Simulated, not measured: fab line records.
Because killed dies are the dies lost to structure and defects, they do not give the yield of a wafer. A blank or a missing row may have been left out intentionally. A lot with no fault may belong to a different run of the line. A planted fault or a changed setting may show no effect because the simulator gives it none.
Matching of chambers | flow n5-finfet | N5_BEOL_M7_ILD_DEP_00 on pecvd-01: 3 sister chambers
The step deposits SiCOH lowk from DEMS/porogen, target thk 179.75 nm, time 33.4 s. 3 wafers are shown with their chamber, then 7 later ones without.

EACH WAFER AND ITS CHAMBER
wafer  | chamber | throttle-valve-pct (%)
L086.2 | 2       | 13.5
L090.1 | 1       | 15.1
L090.2 | 0       | 14.1

WAFERS MISSING THEIR CHAMBER
wafer  | throttle-valve-pct (%)
L090.6 | 15.1
L096.1 | 13.8
L096.3 | 13.5
L096.5 | 13.7
L095.1 | 15.3
L095.2 | 14.2
L095.4 | 15.0

THE CHAMBER EACH PASSED THROUGH
wafer  | from the rows above     | in truth
L090.6 | 1                       | 1
L096.1 | can't be placed: 0 or 2 | 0
L096.3 | 2                       | 2
L096.5 | can't be placed: 2 or 0 | 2
L095.1 | 1                       | 1
L095.2 | 0                       | 0
L095.4 | 1                       | 1
Correctly placed: 5 of 7. Can't be placed from these rows: 2 (the true chamber is among the candidates in 2). Number placed wrongly: 0.
How it was worked out, from the rows above alone: a wafer's distance from a chamber is the root of the sum, over the readings, of the square of ((its reading less the chamber's mean) divided by the reading's scatter). If the next closest chamber is less than 2 further off than the closest, the wafer can't be placed; otherwise it belongs to the closest. Each chamber's mean is taken over the wafers shown for it. The scatter: with one shown wafer a chamber, the root of the mean of the squares of how far each hidden wafer lies from its nearest shown one.
